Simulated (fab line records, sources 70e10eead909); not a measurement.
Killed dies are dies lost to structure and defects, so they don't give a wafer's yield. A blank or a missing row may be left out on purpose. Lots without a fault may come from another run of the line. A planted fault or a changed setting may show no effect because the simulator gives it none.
Which tool did it? | flow nand_harc | 24 lots, 72 wafers sampled, at 6 steps of a route of 1302

WHAT THE GAUGES READ, wafer by wafer
NHARC_P_M2_INSPECT_27.
lot  | measured     | on                | raw_defect_count
L074 | day 6 19:12  | defect_inspect-01 | 276 333 287
L075 | day 7 00:59  | defect_inspect-01 | 327 497 270
L076 | day 7 05:49  | defect_inspect-02 | 416 225 163
L077 | day 7 22:43  | defect_inspect-01 | 155 215 179
L078 | day 8 07:10  | defect_inspect-01 | 369 323 350
L079 | day 8 11:50  | defect_inspect-01 | 269 240 181
L080 | day 9 03:41  | defect_inspect-01 | 177 232 179
L081 | day 9 05:02  | defect_inspect-01 | 447 302 625
L082 | day 9 15:27  | defect_inspect-02 | 294 365 244
L083 | day 10 05:20 | defect_inspect-02 | 285 483 351
L084 | day 10 19:12 | defect_inspect-01 | 307 249 218
L085 | day 10 22:02 | defect_inspect-01 | 270 281 306
L086 | day 11 15:59 | defect_inspect-01 | 262 313 310
L088 | day 12 14:00 | defect_inspect-02 | 392 584 544
L087 | day 12 14:49 | defect_inspect-01 | 280 353 279
L089 | day 12 15:45 | defect_inspect-01 | 244 224 247
L090 | day 13 05:25 | defect_inspect-01 | 245 235 242
L091 | day 13 15:08 | defect_inspect-01 | 217 240 145
L092 | day 14 02:25 | defect_inspect-02 | 444 334 302
L093 | day 14 06:11 | defect_inspect-01 | 407 251 295
L094 | day 14 20:38 | defect_inspect-01 | 287 264 245
L095 | day 15 07:17 | defect_inspect-01 | 716 189 362
L096 | day 15 11:53 | defect_inspect-01 | 708 393 398
L097 | day 16 03:54 | defect_inspect-01 | 221 203 236

WHICH TOOL RAN EACH LOT (tool, then ch and the chambers of the sampled wafers, then the start)
lot  | NHARC_P_CONTACT_CMP_01        | NHARC_P_CONTACT_DEGAS_38     | NHARC_P_M0_PRE_CLEAN_31         | NHARC_P_M1_PRE_CLEAN_32         | NHARC_P_M2_DESCUM_14
L074 | cmp-03 ch 0,1,2, day 6 02:50  | pvd_sputter-02, day 6 05:25  | pecvd-04 ch 0,2, day 6 10:33    | pecvd-03 ch 1,2, day 6 15:01    | rie_diel-01 ch 1,2,3, day 6 16:36
L075 | cmp-02 ch 0,2,3, day 6 07:55  | pvd_sputter-02, day 6 10:31  | pecvd-04 ch 0,1,2, day 6 15:48  | pecvd-03 ch 0,2, day 6 20:53    | rie_diel-01 ch 0,1,2, day 6 22:24
L076 | cmp-02 ch 0,2,3, day 6 13:42  | pvd_sputter-02, day 6 16:38  | pecvd-03 ch 0,1,2, day 6 21:38  | pecvd-03 ch 1,2, day 7 01:44    | rie_diel-01 ch 0,1,2, day 7 03:16
L077 | cmp-01 ch 1,2, day 7 06:47    | pvd_sputter-01, day 7 09:38  | pecvd-02 ch 0,1, day 7 14:40    | pecvd-03 ch 0,1,2, day 7 18:45  | rie_diel-09 ch 0,1,2, day 7 20:06
L078 | cmp-01 ch 1,2, day 7 14:45    | pvd_sputter-01, day 7 17:14  | pecvd-03 ch 0,2, day 7 22:29    | pecvd-04 ch 0,2, day 8 02:59    | rie_diel-02 ch 1,2, day 8 04:29
L079 | cmp-02 ch 0,1,2, day 7 19:57  | pvd_sputter-01, day 7 22:32  | pecvd-03 ch 0,1,2, day 8 03:36  | pecvd-02 ch 0,2, day 8 07:43    | rie_diel-01 ch 0,2, day 8 09:05
L080 | cmp-02 ch 0,1, day 8 11:43    | pvd_sputter-02, day 8 14:25  | pecvd-02 ch 0,1,2, day 8 19:32  | pecvd-04 ch 0,1,2, day 8 23:38  | rie_diel-09 ch 0,1,2, day 9 01:03
L081 | cmp-02 ch 1,3, day 8 12:35    | pvd_sputter-02, day 8 15:11  | pecvd-04 ch 0,1,2, day 8 20:52  | pecvd-02 ch 0,1,2, day 9 00:55  | rie_diel-02 ch 1,3, day 9 02:25
L082 | cmp-02 ch 0,1,2, day 8 23:21  | pvd_sputter-01, day 9 01:56  | pecvd-04 ch 0,1,2, day 9 07:14  | pecvd-03 ch 0,2, day 9 11:28    | rie_diel-02 ch 0,1,2, day 9 12:51
L083 | cmp-02 ch 0,1,2, day 9 13:12  | pvd_sputter-03, day 9 16:01  | pecvd-03 ch 0,1, day 9 21:07    | pecvd-04 ch 1,2, day 10 01:12   | rie_diel-01 ch 0,1, day 10 02:42
L084 | cmp-02 ch 0,1,2, day 10 03:05 | pvd_sputter-03, day 10 05:30 | pecvd-04 ch 0,1,2, day 10 10:42 | pecvd-03 ch 0,1,2, day 10 15:09 | rie_diel-02 ch 0,3, day 10 16:37
L085 | cmp-03 ch 0,1,3, day 10 05:50 | pvd_sputter-01, day 10 08:23 | pecvd-03 ch 0,2, day 10 13:32   | pecvd-04 ch 0,1, day 10 17:59   | rie_diel-02 ch 0,3, day 10 19:21
L086 | cmp-02 ch 0,1,2, day 10 23:56 | pvd_sputter-01, day 11 02:37 | pecvd-03 ch 0,1,2, day 11 07:49 | pecvd-03 ch 0,1, day 11 11:55   | rie_diel-01 ch 0,1,3, day 11 13:25
L088 | cmp-03 ch 1,2, day 11 22:02   | pvd_sputter-02, day 12 00:37 | pecvd-02 ch 0,1,2, day 12 05:38 | pecvd-03 ch 0,1,2, day 12 09:55 | rie_diel-01 ch 1,2, day 12 11:24
L087 | cmp-03 ch 0,2,3, day 11 22:51 | pvd_sputter-01, day 12 01:23 | pecvd-03 ch 0,1, day 12 06:31   | pecvd-03 ch 0,2, day 12 10:41   | rie_diel-09 ch 2,3, day 12 12:12
L089 | cmp-02 ch 1,2,3, day 11 23:38 | pvd_sputter-02, day 12 02:15 | pecvd-03 ch 0,1, day 12 07:22   | pecvd-03 ch 1,2, day 12 11:34   | rie_diel-09 ch 0,1,3, day 12 13:05
L090 | cmp-03 ch 0,1,3, day 12 13:34 | pvd_sputter-03, day 12 16:08 | pecvd-03 ch 0,1,2, day 12 21:08 | pecvd-03 ch 0,1, day 13 01:20   | rie_diel-01 ch 0,2,3, day 13 02:50
L091 | cmp-03 ch 0,2,3, day 12 23:12 | pvd_sputter-01, day 13 01:49 | pecvd-03 ch 0,1, day 13 06:57   | pecvd-04 ch 0,1,2, day 13 11:08 | rie_diel-01 ch 1,2,3, day 13 12:31
L092 | cmp-03 ch 0,2,3, day 13 09:54 | pvd_sputter-01, day 13 12:29 | pecvd-02 ch 0,2, day 13 17:35   | pecvd-04 ch 0,1,2, day 13 21:46 | rie_diel-02 ch 1,2,3, day 13 23:16
L093 | cmp-01 ch 0,1, day 13 14:05   | pvd_sputter-02, day 13 16:34 | pecvd-02 ch 0,1, day 13 21:43   | pecvd-04 ch 1,2, day 14 02:01   | rie_diel-01 ch 1,2, day 14 03:30
L094 | cmp-03 ch 1,2, day 14 04:26   | pvd_sputter-01, day 14 07:11 | pecvd-02 ch 1,2, day 14 12:14   | pecvd-02 ch 0,1,2, day 14 16:31 | rie_diel-01 ch 0,1,3, day 14 18:01
L095 | cmp-01 ch 1,2,3, day 14 14:43 | pvd_sputter-03, day 14 17:17 | pecvd-04 ch 0,1,2, day 14 22:24 | pecvd-04 ch 0,1,2, day 15 03:18 | rie_diel-02 ch 0,3, day 15 04:39
L096 | cmp-01 ch 0,2,3, day 14 18:49 | pvd_sputter-01, day 14 21:26 | pecvd-03 ch 0,2, day 15 03:34   | pecvd-03 ch 0,1,2, day 15 07:46 | rie_diel-02 ch 1,2,3, day 15 09:10
L097 | cmp-02 ch 0,3, day 15 11:22   | pvd_sputter-02, day 15 14:26 | pecvd-02 ch 0,1,2, day 15 19:39 | pecvd-02 ch 0,1, day 15 23:50   | rie_diel-01 ch 0,2,3, day 16 01:20
- NHARC_P_CONTACT_CMP_01: polishes SiO2, target thk 200 nm.
- NHARC_P_CONTACT_DEGAS_38: time 60 s.
- NHARC_P_M0_PRE_CLEAN_31: time 12 s.
- NHARC_P_M1_PRE_CLEAN_32: time 12 s.
- NHARC_P_M2_DESCUM_14: chemistry O2, time 3 s.

WHAT THE TOOLS THEMSELVES READ (means of the sampled wafers that have a number; where no wafer has one, the mark that the record gives instead)
NHARC_P_CONTACT_CMP_01.
lot  | tool   | edge_zone_pressure_frac | motor_current_A (A) | slurry_flow_ml_min
L074 | cmp-03 | 0.997                   | 11.8                | 149.9
L075 | cmp-02 | 1.004                   | 12.1                | 150.5
L076 | cmp-02 | 0.997                   | 12.2                | 150.4
L077 | cmp-01 | 1.001                   | 12.4                | 150.2
L078 | cmp-01 | 1.001                   | 11.8                | 149.5
L079 | cmp-02 | 1.006                   | 12.8                | 149.5
L080 | cmp-02 | 1.001                   | 13.4                | 150.1
L081 | cmp-02 | 0.997                   | 11.0                | 149.8
L082 | cmp-02 | 0.998                   | 12.8                | 149.9
L083 | cmp-02 | 0.999                   | 12.5                | 149.5
L084 | cmp-02 | 1.002                   | 13.0                | 150.2
L085 | cmp-03 | 1.002                   | 12.4                | 150.0
L086 | cmp-02 | 1.002                   | 13.3                | 150.1
L088 | cmp-03 | 1.006                   | 11.8                | 149.8
L087 | cmp-03 | 1.000                   | 12.9                | 149.6
L089 | cmp-02 | 1.001                   | 11.7                | 149.8
L090 | cmp-03 | 0.995                   | 12.4                | 150.2
L091 | cmp-03 | 1.001                   | 13.0                | 149.8
L092 | cmp-03 | 0.996                   | 13.0                | 150.3
L093 | cmp-01 | 0.998                   | 13.0                | 150.3
L094 | cmp-03 | 1.002                   | 11.2                | 150.2
L095 | cmp-01 | 0.998                   | 11.9                | 149.8
L096 | cmp-01 | 1.000                   | 11.9                | 150.2
L097 | cmp-02 | 1.002                   | 11.5                | 150.0

NHARC_P_CONTACT_DEGAS_38.
lot  | tool           | heater_power_w (W)
L074 | pvd_sputter-02 | 444
L075 | pvd_sputter-02 | 446
L076 | pvd_sputter-02 | 441
L077 | pvd_sputter-01 | 538
L078 | pvd_sputter-01 | 560
L079 | pvd_sputter-01 | 551
L080 | pvd_sputter-02 | 445
L081 | pvd_sputter-02 | 453
L082 | pvd_sputter-01 | 550
L083 | pvd_sputter-03 | 432
L084 | pvd_sputter-03 | 426
L085 | pvd_sputter-01 | 522
L086 | pvd_sputter-01 | 562
L088 | pvd_sputter-02 | 487
L087 | pvd_sputter-01 | 522
L089 | pvd_sputter-02 | 454
L090 | pvd_sputter-03 | 436
L091 | pvd_sputter-01 | 586
L092 | pvd_sputter-01 | 566
L093 | pvd_sputter-02 | 452
L094 | pvd_sputter-01 | 587
L095 | pvd_sputter-03 | 426
L096 | pvd_sputter-01 | 536
L097 | pvd_sputter-02 | 448

NHARC_P_M0_PRE_CLEAN_31.
lot  | tool     | heater_power_w (W)
L074 | pecvd-04 | 576
L075 | pecvd-04 | 557
L076 | pecvd-03 | 680
L077 | pecvd-02 | 629
L078 | pecvd-03 | 621
L079 | pecvd-03 | 681
L080 | pecvd-02 | 584
L081 | pecvd-04 | 611
L082 | pecvd-04 | 621
L083 | pecvd-03 | 664
L084 | pecvd-04 | 610
L085 | pecvd-03 | 613
L086 | pecvd-03 | 710
L088 | pecvd-02 | 554
L087 | pecvd-03 | 711
L089 | pecvd-03 | 720
L090 | pecvd-03 | 638
L091 | pecvd-03 | 705
L092 | pecvd-02 | 510
L093 | pecvd-02 | 613
L094 | pecvd-02 | 496
L095 | pecvd-04 | 587
L096 | pecvd-03 | 641
L097 | pecvd-02 | 567

NHARC_P_M1_PRE_CLEAN_32.
lot  | tool     | heater_power_w (W)
L074 | pecvd-03 | 653
L075 | pecvd-03 | 646
L076 | pecvd-03 | 658
L077 | pecvd-03 | 660
L078 | pecvd-04 | 647
L079 | pecvd-02 | 602
L080 | pecvd-04 | 567
L081 | pecvd-02 | 532
L082 | pecvd-03 | 672
L083 | pecvd-04 | 512
L084 | pecvd-03 | 639
L085 | pecvd-04 | 622
L086 | pecvd-03 | 720
L088 | pecvd-03 | 606
L087 | pecvd-03 | 638
L089 | pecvd-03 | 628
L090 | pecvd-03 | 679
L091 | pecvd-04 | 617
L092 | pecvd-04 | 614
L093 | pecvd-04 | 603
L094 | pecvd-02 | 542
L095 | pecvd-04 | 617
L096 | pecvd-03 | 631
L097 | pecvd-02 | 633

NHARC_P_M2_DESCUM_14.
lot  | tool        | drypump_motor_current_A (A) | oes_product_au (a.u.) | rf_vpp_V (V) | showerhead_plenum_p_Torr (Torr) | throttle_valve_pct (%)
L074 | rie_diel-01 | 6.1                         | 0.999                 | 58.5         | 1.96                            | 11.313
L075 | rie_diel-01 | 5.8                         | 0.991                 | 57.7         | 1.89                            | 11.317
L076 | rie_diel-01 | 5.8                         | 0.998                 | 58.2         | 1.89                            | 11.313
L077 | rie_diel-09 | 5.5                         | 0.999                 | 58.2         | 1.97                            | 11.316
L078 | rie_diel-02 | 5.5                         | 0.995                 | 57.1         | 1.88                            | 11.314
L079 | rie_diel-01 | 5.4                         | 1.001                 | 57.5         | 1.87                            | 11.308
L080 | rie_diel-09 | 5.5                         | 1.001                 | 56.9         | 1.97                            | 11.308
L081 | rie_diel-02 | 5.7                         | 0.991                 | 57.9         | 1.88                            | 11.316
L082 | rie_diel-02 | 5.5                         | 0.997                 | 59.0         | 1.85                            | 11.313
L083 | rie_diel-01 | 5.8                         | 0.998                 | 57.1         | 1.86                            | 11.311
L084 | rie_diel-02 | 5.5                         | 0.999                 | 56.7         | 1.82                            | 11.312
L085 | rie_diel-02 | 5.6                         | 1.003                 | 57.9         | 1.86                            | 11.314
L086 | rie_diel-01 | 6.1                         | 1.001                 | 57.6         | 1.92                            | 11.312
L088 | rie_diel-01 | 5.8                         | 0.993                 | 58.5         | 1.92                            | 11.315
L087 | rie_diel-09 | 6.2                         | 1.009                 | 58.2         | 1.98                            | 11.321
L089 | rie_diel-09 | 5.3                         | 1.003                 | 58.2         | 1.94                            | 11.304
L090 | rie_diel-01 | 5.7                         | 0.998                 | 57.7         | 1.90                            | 11.308
L091 | rie_diel-01 | 6.1                         | 0.995                 | 57.4         | 1.95                            | 11.314
L092 | rie_diel-02 | 5.6                         | 0.995                 | 57.3         | 1.88                            | 11.308
L093 | rie_diel-01 | 5.7                         | 0.992                 | 58.0         | 1.92                            | 11.325
L094 | rie_diel-01 | 6.1                         | 0.998                 | 57.5         | 1.92                            | 11.309
L095 | rie_diel-02 | 5.6                         | 0.994                 | 58.0         | 1.86                            | 11.316
L096 | rie_diel-02 | 5.6                         | 0.992                 | 58.1         | 1.88                            | 11.322
L097 | rie_diel-01 | 5.8                         | 0.998                 | 57.2         | 1.90                            | 11.310

THE ANSWER, worked out from the rows above alone
Rule: what is usual is taken from the lots themselves. Put in order of their means at a reading, lots are off if they are a third of the lots or fewer, leave a main group of 4 or more, and stand apart from it by a gap of 3 or more times the standard deviation of the main group's means; of several such gaps the widest counts. A main group whose means are all the same, to the digits that the tables above print for the reading, isn't used. A lot without any number at a reading at which 4 lots or more have one is off too. The other lots that the step has rows for count as sound. The gauges are gone through in route order, then the tools' own readings, and for those a lot's mean is taken as printed above. The first step at which some lot is off is used, and at that step the reading that is off furthest; a lot without a number counts as furthest.
No lot is off at any reading shown: from this, nothing can be told.

WHAT THE SIMULATOR HAD PUT IN
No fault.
